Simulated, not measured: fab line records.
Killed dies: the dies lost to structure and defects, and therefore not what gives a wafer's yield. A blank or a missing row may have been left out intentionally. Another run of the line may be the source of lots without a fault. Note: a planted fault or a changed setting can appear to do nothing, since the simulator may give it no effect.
fab line records    flow nand-harc
[record] lots = 7  wafers = 20  last-day = 24
route steps=1159 shown A_CONTACT@937 END@1159
lots that met no fault: from a run of the same line without faults
start-h: hours from the record's opening day to when the first of the lot's shown wafers began    wait-h: hours elapsed since this lot's preceding step    " unchanged from the row above    L1.1+2: a single row standing in for several wafers    - no value, or no start given    * or withheld: withheld    < > ~ a bound
route shown NAME@n: a module of which the file shows steps, and the number in the route of the first    usual: mean/standard deviation of fault-free wafers    same: alike in all rows    chamber/n: place in a boat    sites: readings site by site    _std_site: the values' standard deviation    _edge_site: mean of outer sites minus mean of inner sites    radius-mm: how far each site lies from the wafer's centre    mask NAME#n: copy n    behind: the most recent tool/chamber to have shaped the wafer    hold: why the lot went on hold/how many hours it stayed there/how the hold came to an end    device: the transistor (n, p or np) that didn't switch    end of line: tests run on the same wafers once the route is complete    a step given without rows: its recipe and nothing more    killed: count of dies lost to structure and defects at first sort (not the wafer's yield)    map: the dies of a wafer, with x for killed, . for not killed, _ for no die there
set.NAME: the setting that was run; set.NAME@STEP: the one run at that earlier step    model.NAME: the simulator's own value behind a step, which no gauge read
lots seen at some steps along the route; tables by step, rows by wafer
services: when a tool's chamber went out of use (start-h, in hours from the record's first day, below 0 if earlier), for how many hours, and the reason
[[steps]]
[step NHARC_A_CONTACT_INSPECT_10]
[usual] raw-defect-count = 28/11
lot.wafer  tool               chamber  start-h  wait-h  raw-defect-count
L438.1     defect-inspect-01  -        402.75   0.0     19
L438.3     "                  -        "        "       7
L438.4     "                  -        "        "       14
L435.2     defect-inspect-02  -        403.15   0.0     22
L435.3     "                  -        "        "       28
L435.5     "                  -        "        "       27
L443.2     defect-inspect-02  -        439.19   0.0     21
L443.5     "                  -        "        "       24
L443.6     "                  -        "        "       22
L442.4     defect-inspect-02  -        442.90   0.0     34
L442.5     "                  -        "        "       33
L442.6     "                  -        "        "       29
L444.2     defect-inspect-02  -        463.40   0.0     27
L444.6     "                  -        "        "       29
L451.1     defect-inspect-02  -        510.01   0.0     27
L451.3     "                  -        "        "       29
L451.4     "                  -        "        "       23
L456.2     defect-inspect-02  -        525.37   0.0     11
L456.3     "                  -        "        "       9
L456.6     "                  -        "        "       10
[step NHARC_A_CONTACT_DESCUM_13]
[recipe] time-s = 3  o2-flow-sccm = 200  ar-flow-sccm = 0  bias-power-w = 0  chemistry = O2
[usual] drypump-motor-current-A = 5.7/0.37  o2-flow-sccm = 200.0/0.55  oes-product-au = 1.005/0.007  rf-vpp-V = 57.7/0.96  showerhead-plenum-p-Torr = 1.89/0.1  throttle-valve-pct = 11.311/0.0083
lot.wafer  tool         chamber  start-h  wait-h  drypump-motor-current-A  o2-flow-sccm  oes-product-au  rf-hours-counter-h  rf-vpp-V  showerhead-plenum-p-Torr  throttle-valve-pct
L438.4     rie-diel-07  2        402.82   0.1     5.5                      199.9         1.000           36                  57.4      1.76                      11.310
L438.3     "            3        "        "       6.1                      200.2         1.003           34                  57.8      1.77                      11.314
L438.1     "            0        "        "       5.0                      199.3         1.001           32                  58.4      2.03                      11.316
L435.2     rie-diel-01  0        403.23   0.1     5.4                      200.3         1.006           31                  57.2      1.80                      11.311
L435.3     "            1        "        "       5.8                      199.8         1.015           31                  56.2      1.82                      11.313
L435.5     "            3        "        "       5.5                      200.7         0.993           -                   57.7      1.91                      11.304
L443.2     rie-diel-07  0        439.25   0.1     5.0                      200.0         1.003           4                   58.8      2.02                      11.299
L443.6     "            0        "        "       5.0                      199.6         1.008           -                   58.6      2.02                      11.309
L443.5     "            1        "        "       5.7                      200.5         1.004           -                   56.8      1.95                      11.308
L442.4     rie-diel-07  0        442.98   0.1     5.0                      200.1         1.019           4                   57.7      2.02                      11.308
L442.5     "            2        "        "       5.5                      200.1         0.999           -                   58.0      2.07                      11.305
L442.6     "            3        "        "       6.1                      199.3         1.004           -                   57.7      1.77                      11.311
L444.2     rie-diel-01  2        463.47   0.1     6.3                      200.2         1.006           54                  57.0      1.95                      11.307
L444.6     "            0        "        "       5.4                      200.4         1.003           -                   59.3      1.79                      11.305
L451.4     rie-diel-07  2        510.15   0.1     5.5                      199.5         1.003           18                  59.1      2.07                      11.310
L451.1     "            0        "        "       5.1                      200.6         1.001           20                  55.6      2.02                      11.322
L451.3     "            1        "        "       5.7                      199.7         1.003           18                  57.4      1.95                      11.299
L456.2     rie-diel-07  0        525.45   0.1     5.0                      199.9         1.004           23                  58.5      2.02                      11.308
L456.3     "            1        "        "       5.7                      200.2         0.994           22                  58.9      1.95                      11.324
L456.6     "            3        "        "       6.1                      200.8         1.005           -                   57.6      1.76                      11.320
[step NHARC_A_CONTACT_ETCH_88]
[recipe] target-depth-a = 390  over-etch-frac = 0.3  time-s = 65  ion-energy-ev = 80  cf4-flow-sccm = 150  ar-flow-sccm = 0  rf-w = 300  bias-w = 100  chemistry = CF4
[step NHARC_A_CONTACT_ETCH_89]
[recipe] target-depth-a = 2600  over-etch-frac = 0.3  time-s = 475.3  ion-energy-ev = 200  n2-flow-sccm = 150  h2-flow-sccm = 150  ar-flow-sccm = 0  rf-w = 400  bias-w = 150  chemistry = N2/H2
[usual] drypump-motor-current-A = 5.7/0.37  n2-flow-sccm = 150.0/0.43  oes-product-au = 1.003/0.0077  rf-vpp-V = 430/3.1  showerhead-plenum-p-Torr = 2.02/0.11  throttle-valve-pct = 14.172/0.0084
lot.wafer  tool         chamber  start-h  wait-h  drypump-motor-current-A  n2-flow-sccm  oes-product-au  rf-hours-counter-h  rf-vpp-V  showerhead-plenum-p-Torr  throttle-valve-pct
L438.3     rie-diel-07  2        -        -       5.5                      150.1         1.007           37                  426       1.87                      14.185
L438.4     "            3        "        "       6.1                      150.1         0.996           34                  426       1.88                      14.169
L438.1     "            0        "        "       5.0                      149.9         1.010           32                  434       2.16                      14.161
L435.2     rie-diel-01  3        -        -       5.6                      150.3         1.011           35                  431       2.04                      14.151
L435.3     "            0        "        "       5.4                      150.4         0.999           31                  428       1.91                      14.180
L435.5     "            3        "        "       5.6                      149.9         1.004           -                   431       2.04                      14.171
L443.2     rie-diel-07  3        -        -       6.1                      149.0         1.004           4                   424       1.88                      14.166
L443.6     "            3        "        "       6.1                      149.8         1.000           -                   426       1.88                      14.176
L443.5     "            0        "        "       5.1                      150.5         0.999           -                   432       2.16                      14.163
L442.4     rie-diel-07  1        -        -       5.7                      150.0         1.010           4                   431       2.08                      14.174
L442.5     "            0        "        "       5.0                      149.8         1.005           -                   435       2.16                      14.177
L442.6     "            1        "        "       5.7                      150.1         0.994           -                   431       2.08                      14.163
L444.2     rie-diel-01  2        -        -       6.3                      150.0         1.005           54                  433       2.08                      14.166
L444.6     "            0        "        "       5.4                      149.7         1.003           -                   427       1.91                      14.164
L451.4     rie-diel-07  3        -        -       6.1                      149.7         1.002           20                  426       1.88                      14.188
L451.1     "            0        "        "       5.1                      150.3         1.011           20                  433       2.15                      14.174
L451.3     "            1        "        "       5.7                      150.2         0.999           18                  434       2.08                      14.159
L456.3     rie-diel-07  0        -        -       5.0                      150.1         1.005           23                  433       2.15                      14.153
L456.2     "            1        "        "       5.7                      150.4         0.997           22                  430       2.08                      14.165
L456.6     "            3        "        "       6.1                      149.9         1.009           -                   426       1.88                      14.166
[step NHARC_A_CONTACT_ETCH_30]
[recipe] target-depth-a = 605  time-s = 30.2  cf4-flow-sccm = 100  chf3-flow-sccm = 30  ar-flow-sccm = 0  rf-w = 500  bias-w = 200  chemistry = CF4/CHF3
[step NHARC_A_CONTACT_ETCH_31]
[recipe] target-depth-a = 20000  over-etch-frac = 0.3  time-s = 520  ion-energy-ev = 150  o2-flow-sccm = 400  cos-flow-sccm = 20  ar-flow-sccm = 0  rf-w = 500  bias-w = 300  chemistry = O2/COS
[step NHARC_A_CONTACT_ETCH_134]
[recipe] source-w = withheld  pressure-mtorr = 20  bias-v = withheld  time-s = 140  target-depth-a = 7000  ar-flow-sccm = withheld  c4f8-flow-sccm = withheld  o2-flow-sccm = withheld  chemistry = C4F8/O2/Ar
[step NHARC_A_CONTACT_ETCH_135]
[recipe] source-w = withheld  pressure-mtorr = 20  bias-v = 3000  time-s = 132  target-depth-a = 12870  ar-flow-sccm = withheld  c4f8-flow-sccm = withheld  o2-flow-sccm = withheld  chemistry = C4F8/O2/Ar
lot.wafer  tool             chamber  start-h  wait-h  rf-hours-counter-h
L438.1     har-cap-etch-02  0        404.00   0.2     15
L438.3     "                0        "        "       -
L438.4     "                1        "        "       -
L435.2     har-cap-etch-01  0        404.55   0.2     63
L435.3     "                1        "        "       -
L435.5     "                0        "        "       -
L443.2     har-cap-etch-01  0        440.50   0.2     67
L443.5     "                0        "        "       -
L443.6     "                1        "        "       -
L442.4     har-cap-etch-03  1        444.32   0.2     -
L442.5     "                1        "        "       -
L442.6     "                0        "        "       -
L444.2     har-cap-etch-02  0        464.83   0.2     25
L444.6     "                1        "        "       -
L451.1     har-cap-etch-01  1        511.36   0.2     80
L451.3     "                0        "        "       -
L451.4     "                1        "        "       -
L456.2     har-cap-etch-03  1        526.63   0.2     107
L456.3     "                0        "        "       -
L456.6     "                0        "        "       -
[step NHARC_A_CONTACT_ETCH_136]
[recipe] source-w = withheld  pressure-mtorr = 20  bias-v = 3000  time-s = 132  target-depth-a = 12870  ar-flow-sccm = withheld  c4f8-flow-sccm = withheld  o2-flow-sccm = withheld  chemistry = C4F8/O2/Ar
[step NHARC_A_CONTACT_ETCH_137]
[recipe] source-w = withheld  pressure-mtorr = 20  bias-v = 3000  time-s = 132  target-depth-a = 12870  ar-flow-sccm = withheld  c4f8-flow-sccm = withheld  o2-flow-sccm = withheld  chemistry = C4F8/O2/Ar
[step NHARC_A_CONTACT_ETCH_138]
[recipe] source-w = withheld  pressure-mtorr = 20  bias-v = 3000  time-s = 132  target-depth-a = 12890  ar-flow-sccm = withheld  c4f8-flow-sccm = withheld  o2-flow-sccm = withheld  chemistry = C4F8/O2/Ar
[step NHARC_A_CONTACT_ETCH_139]
[recipe] source-w = withheld  pressure-mtorr = 20  bias-v = 400  time-s = 137  target-depth-a = 5900  ar-flow-sccm = withheld  c4f8-flow-sccm = 11.5  o2-flow-sccm = 7.2  chemistry = C4F8/O2/Ar
lot.wafer  tool             chamber  start-h  wait-h  rf-hours-counter-h
L438.1     har-cap-etch-02  0        404.50   0.1     15
L438.3     "                0        "        "       -
L438.4     "                1        "        "       -
L435.2     har-cap-etch-01  0        405.04   0.1     63
L435.3     "                1        "        "       -
L435.5     "                0        "        "       -
L443.2     har-cap-etch-01  0        440.99   0.1     67
L443.5     "                0        "        "       -
L443.6     "                1        "        "       -
L442.4     har-cap-etch-03  1        445.02   0.2     -
L442.5     "                1        "        "       -
L442.6     "                0        "        "       -
L444.2     har-cap-etch-02  0        465.33   0.1     26
L444.6     "                1        "        "       -
L451.1     har-cap-etch-01  1        511.86   0.1     80
L451.3     "                0        "        "       -
L451.4     "                1        "        "       -
L456.2     har-cap-etch-03  1        527.13   0.1     108
L456.3     "                0        "        "       -
L456.6     "                0        "        "       -
[step NHARC_A_CONTACT_ETCH_92]
[recipe] target-depth-a = 400  over-etch-frac = 0.5  time-s = 85.7  ion-energy-ev = 120  ch3f-flow-sccm = 50  o2-flow-sccm = 30  ar-flow-sccm = 200  rf-w = 500  bias-w = 100  chemistry = CH3F/O2
[usual] drypump-motor-current-A = 5.7/0.36  o2-flow-sccm = 30.01/0.09  oes-product-au = 0.936/0.025  rf-vpp-V = 244.5/2.1  showerhead-plenum-p-Torr = 2.46/0.14  throttle-valve-pct = 20.662/0.0089
lot.wafer  tool         chamber  start-h  wait-h  drypump-motor-current-A  o2-flow-sccm  oes-product-au  rf-hours-counter-h  rf-vpp-V  showerhead-plenum-p-Torr  throttle-valve-pct
L438.1     rie-diel-07  3        404.90   0.4     6.1                      29.85         0.929           35                  240.5     2.28                      20.678
L438.3     "            1        "        "       5.7                      29.89         0.924           37                  244.9     2.51                      20.658
L438.4     "            2        "        "       5.5                      30.03         0.925           37                  241.9     2.27                      20.667
L435.3     rie-diel-01  2        405.46   0.3     6.3                      29.97         0.945           35                  244.6     2.51                      20.646
L435.2     "            3        "        "       5.5                      30.06         0.925           36                  244.2     2.46                      20.657
L435.5     "            2        "        "       6.3                      29.88         0.935           -                   244.6     2.51                      20.655
L443.2     rie-diel-07  2        441.39   0.4     5.5                      30.05         0.755           4                   247.0     2.66                      20.670
L443.6     "            2        "        "       5.5                      30.03         0.920           -                   246.3     2.66                      20.651
L443.5     "            3        "        "       6.1                      30.00         0.920           -                   242.0     2.28                      20.652
L442.4     rie-diel-07  0        445.43   0.4     5.0                      30.01         0.756           5                   248.3     2.59                      20.657
L442.6     "            1        "        "       5.7                      29.94         0.919           -                   244.6     2.51                      20.671
L442.5     "            2        "        "       5.5                      29.87         0.930           -                   246.5     2.66                      20.665
L444.2     rie-diel-07  3        465.71   0.3     6.1                      30.07         0.748           12                  242.5     2.28                      20.658
L444.6     "            2        "        "       5.5                      30.09         0.930           -                   248.4     2.66                      20.661
L451.4     rie-diel-13  0        512.25   0.3     5.5                      30.06         0.993           19                  243.3     2.42                      20.670
L451.1     "            1        "        "       6.3                      29.97         1.008           20                  242.3     2.30                      20.655
L451.3     "            2        "        "       5.6                      30.13         1.013           19                  246.9     2.63                      20.668
L456.3     rie-diel-07  2        527.53   0.3     5.5                      29.99         0.924           22                  247.8     2.65                      20.674
L456.2     "            0        "        "       5.0                      30.16         0.936           24                  245.4     2.59                      20.645
L456.6     "            3        "        "       6.1                      29.95         0.930           -                   240.2     2.27                      20.665
[step NHARC_A_CONTACT_ETCH_98]
[recipe] target-depth-a = 200  over-etch-frac = 0.5  time-s = 10  ion-energy-ev = 250  c4f6-flow-sccm = 25  o2-flow-sccm = 20  ar-flow-sccm = 500  rf-w = 600  bias-w = 500  chemistry = C4F6/O2
[usual] drypump-motor-current-A = 5.7/0.37  o2-flow-sccm = 20.01/0.055  oes-product-au = 0.963/0.019  rf-vpp-V = 547/4.3  showerhead-plenum-p-Torr = 3.92/0.2  throttle-valve-pct = 26.904/0.01
lot.wafer  tool         chamber  start-h  wait-h  drypump-motor-current-A  o2-flow-sccm  oes-product-au  rf-hours-counter-h  rf-vpp-V  showerhead-plenum-p-Torr  throttle-valve-pct
L438.3     rie-diel-07  1        -        -       5.7                      20.04         0.965           37                  548       4.00                      26.902
L438.1     "            2        "        "       5.5                      19.91         0.976           37                  542       3.64                      26.902
L438.4     "            3        "        "       6.1                      19.97         0.960           35                  541       3.65                      26.902
L435.2     rie-diel-01  2        -        -       6.3                      20.05         0.989           35                  549       4.01                      26.924
L435.3     "            3        "        "       5.6                      19.92         0.964           36                  547       3.93                      26.905
L435.5     "            2        "        "       6.3                      19.93         0.980           -                   548       4.01                      26.891
L443.2     rie-diel-07  2        -        -       5.6                      20.01         0.951           4                   555       4.22                      26.919
L443.6     "            2        "        "       5.5                      20.08         0.942           -                   553       4.22                      26.909
L443.5     "            3        "        "       6.1                      20.05         0.940           -                   540       3.65                      26.891
L442.4     rie-diel-07  0        -        -       5.1                      20.15         0.940           5                   552       4.13                      26.889
L442.6     "            2        "        "       5.5                      20.07         0.950           -                   553       4.22                      26.883
L442.5     "            3        "        "       6.1                      20.01         0.940           -                   540       3.65                      26.909
L444.2     rie-diel-07  3        -        -       6.1                      20.02         0.953           12                  542       3.65                      26.898
L444.6     "            1        "        "       5.7                      19.91         0.936           -                   547       3.99                      26.904
L451.4     rie-diel-13  3        -        -       5.5                      20.10         0.999           19                  545       3.81                      26.909
L451.1     "            1        "        "       6.3                      20.00         1.010           20                  543       3.69                      26.906
L451.3     "            2        "        "       5.7                      20.04         1.015           19                  553       4.18                      26.896
L456.3     rie-diel-07  3        -        -       6.1                      20.00         0.964           23                  541       3.64                      26.888
L456.2     "            1        "        "       5.7                      20.00         0.966           22                  548       3.99                      26.902
L456.6     "            0        "        "       5.0                      20.02         0.968           -                   551       4.12                      26.904
[step NHARC_END_SORT_01]
[recipe] temp-c = 25
[usual] killed-at-array = 26/8.6  killed-at-other = 0.7/0.97  killed-at-periphery = 3.2/2.2  killed-dies = 30/8.9  killed-open = 3.1/1.8  killed-short = 2.2/1.8
[same] gross-dies = 677
lot.wafer  tool       chamber  start-h  wait-h  killed-at-array  killed-at-other  killed-at-periphery  killed-dies  killed-open  killed-short
L435.2     prober-02  0        473.07   2.8     25               0                7                    32           5            4
L435.3     prober-02  0        473.86   3.1     23               2                5                    30           3            2
L435.5     prober-02  0        475.45   3.7     26               0                5                    31           4            1
L442.4     prober-01  0        503.98   3.5     28               1                2                    31           2            1
L442.5     prober-01  0        504.80   3.8     28               1                5                    34           4            3
L442.6     prober-01  0        505.61   4.1     23               2                4                    29           5            2
L451.1     prober-02  0        563.81   2.5     28               0                1                    29           1            2
L451.3     prober-02  0        565.41   3.1     29               1                2                    32           6            0
L451.4     prober-02  0        566.22   3.4     20               0                1                    21           2            1
L456.2     prober-01  0        581.26   2.8     12               2                2                    16           4            0
L456.3     prober-01  0        582.06   3.1     12               1                3                    16           6            1
L456.6     prober-01  0        584.45   4.0     13               1                9                    23           8            3
// killed by level:class
L435.2 A_SLIT:chamber-film-flake=10 P_ZERO_WELL:chamber-film-flake=4 A_STAIRCASE:chamber-film-flake=4 A_WL_FILL:geometric-particle:short=3 A_CHANNEL_HOLE_D1:chamber-film-flake=2 P_GATE:geometric-particle:open=1 P_M0:geometric-particle:open=1 P_BONDPAD:geometric-particle:open=1
L435.3 A_SLIT:chamber-film-flake=9 A_WL_FILL:chamber-film-flake=5 P_ZERO_WELL:chamber-film-flake=2 A_CHANNEL_HOLE_D1:chamber-film-flake=2 A_STAIRCASE:chamber-film-flake=2 A_CONTACT:chamber-film-flake=2 P_GATE:geometric-particle:open=1 P_GATE:geometric-particle:short=1
L435.5 A_SLIT:chamber-film-flake=8 A_STAIRCASE:chamber-film-flake=5 P_ZERO_WELL:chamber-film-flake=4 A_CHANNEL_HOLE_D1:chamber-film-flake=4 A_WL_FILL:chamber-film-flake=3 A_ZERO_WELL:chamber-film-flake=2 P_CONTACT:geometric-particle:open=1 A_CHANNEL_FILL_D1:geometric-particle:open=1
L442.4 A_CHANNEL_HOLE_D1:chamber-film-flake=16 A_STAIRCASE:chamber-film-flake=7 A_CONTACT:chamber-film-flake=3 P_CONTACT:geometric-particle:open=1 A_CHANNEL_FILL_D1:geometric-particle:short=1 A_CONTACT:geometric-particle:open=1 P_ZERO_WELL:chamber-film-flake=1 THIN_TSV:chamber-film-flake=1
L442.5 A_CHANNEL_HOLE_D1:chamber-film-flake=14 A_STAIRCASE:chamber-film-flake=6 P_GATE:chamber-film-flake=3 A_WL_FILL:geometric-particle:short=2 A_CONTACT:geometric-particle:open=1 A_BLC:geometric-particle:open=1 A_M0:geometric-particle:open=1 A_M0:geometric-particle:short=1
L442.6 A_CHANNEL_HOLE_D1:chamber-film-flake=13 A_STAIRCASE:chamber-film-flake=4 P_M0:geometric-particle:open=2 A_CONTACT:chamber-film-flake=2 THIN_TSV:chamber-film-flake=2 P_CONTACT:geometric-particle:open=1 A_SOURCE_PLATE:geometric-particle:short=1 A_CHANNEL_FILL_D1:geometric-particle:open=1
L451.1 A_CHANNEL_HOLE_D1:chamber-film-flake=11 A_CONTACT:chamber-film-flake=6 A_SLIT:chamber-film-flake=4 A_SGD_CUT:chamber-film-flake=3 A_WL_FILL:chamber-film-flake=2 P_M1:geometric-particle:short=1 A_ONON_D1:geometric-particle:open=1 A_M1:geometric-particle:short=1
L451.3 A_SGD_CUT:chamber-film-flake=8 A_CHANNEL_HOLE_D1:chamber-film-flake=7 A_CONTACT:chamber-film-flake=5 A_SLIT:chamber-film-flake=2 A_WL_FILL:chamber-film-flake=2 P_CONTACT:geometric-particle:open=1 P_M1:geometric-particle:open=1 A_ONON_D1:geometric-particle:open=1
L451.4 A_CHANNEL_HOLE_D1:chamber-film-flake=7 A_CONTACT:chamber-film-flake=5 A_SGD_CUT:chamber-film-flake=2 A_SLIT:chamber-film-flake=2 A_CHANNEL_HOLE_D1:geometric-particle:short=1 A_CHANNEL_FILL_D1:geometric-particle:open=1 A_M0:geometric-particle:open=1 P_STI:chamber-film-flake=1
L456.2 A_CONTACT:chamber-film-flake=5 A_WL_FILL:chamber-film-flake=2 P_GATE:geometric-particle:open=1 A_CHANNEL_HOLE_D1:geometric-particle:open=1 A_M1:geometric-particle:open=1 STARTING-WAFER:geometric-particle:open=1 P_GATE:chamber-film-flake=1 A_CHANNEL_HOLE_D1:unspecified=1
L456.3 A_CONTACT:chamber-film-flake=4 A_STAIRCASE:chamber-film-flake=2 P_CONTACT:geometric-particle:open=1 P_M0:geometric-particle:open=1 P_M1:geometric-particle:open=1 A_CHANNEL_HOLE_D1:geometric-particle:short=1 A_CHANNEL_FILL_D1:geometric-particle:open=1 A_WL_FILL:geometric-particle:open=1
L456.6 P_M1:geometric-particle:open=3 A_CHANNEL_HOLE_D1:unspecified=3 P_M0:chamber-film-flake=2 P_BONDPAD:chamber-film-flake=2 A_CHANNEL_HOLE_D1:chamber-film-flake=2 A_CONTACT:chamber-film-flake=2 P_CONTACT:geometric-particle:open=1 P_M0:geometric-particle:open=1
[[services]]
tool         chamber  start-h  hours  kind
rie-diel-07  0        380.10   8.9    repair
rie-diel-07  1        384.25   -      clean
rie-diel-07  2        384.25   -      clean
rie-diel-07  3        384.25   -      clean
rie-diel-07  -        405.25   9.0    pm
rie-diel-07  0        405.25   9.0    vent-cycle
rie-diel-07  1        405.25   9.0    vent-cycle
rie-diel-07  2        405.25   9.0    vent-cycle
rie-diel-07  3        405.25   9.0    vent-cycle
rie-diel-07  0        414.25   -      clean
rie-diel-07  0        414.25   -      consumable-replace:focus-ring
rie-diel-07  1        414.25   -      clean
rie-diel-07  1        414.25   -      consumable-replace:focus-ring
rie-diel-07  2        414.25   -      clean
rie-diel-07  2        414.25   -      consumable-replace:focus-ring
rie-diel-07  2        414.25   -      consumable-replace:showerhead
rie-diel-07  3        414.25   -      clean
rie-diel-01  1        434.38   29.7   repair
rie-diel-07  0        438.75   -      clean
rie-diel-07  1        438.75   -      clean
rie-diel-07  2        438.75   -      clean
rie-diel-01  0        443.72   6.3    repair
rie-diel-13  -        453.14   9.0    pm
rie-diel-01  -        491.87   9.0    pm
[[key]]
[first-sign] step = NHARC_A_CONTACT_ETCH_92  reading = oes-product-au  direction = down  sigmas = 7.5  usual = 0.936  struck = 0.753
effect none on later readings
met-at NHARC_A_CONTACT_ETCH_92
struck-wafers L442.4,L443.2,L444.2
tester-left-out L442,L443,L444
onset-between 404.90 441.39
[fault] kind = process-parameter-drift  tool = rie-diel-07  chamber = -  onset-h = 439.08  steps = NHARC_A_CONTACT_ETCH_92  channel = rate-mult  offset = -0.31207  shape = step  end-h = 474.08  scope = struck-wafers-only
// tester-left-out: of these lots the tester's yield and bins aren't shown, on N5 and GAA mostly nor the transistor test; their killed dies are dies lost to structure and defects alone, not to doping, threshold or leakage, so they don't give the yield
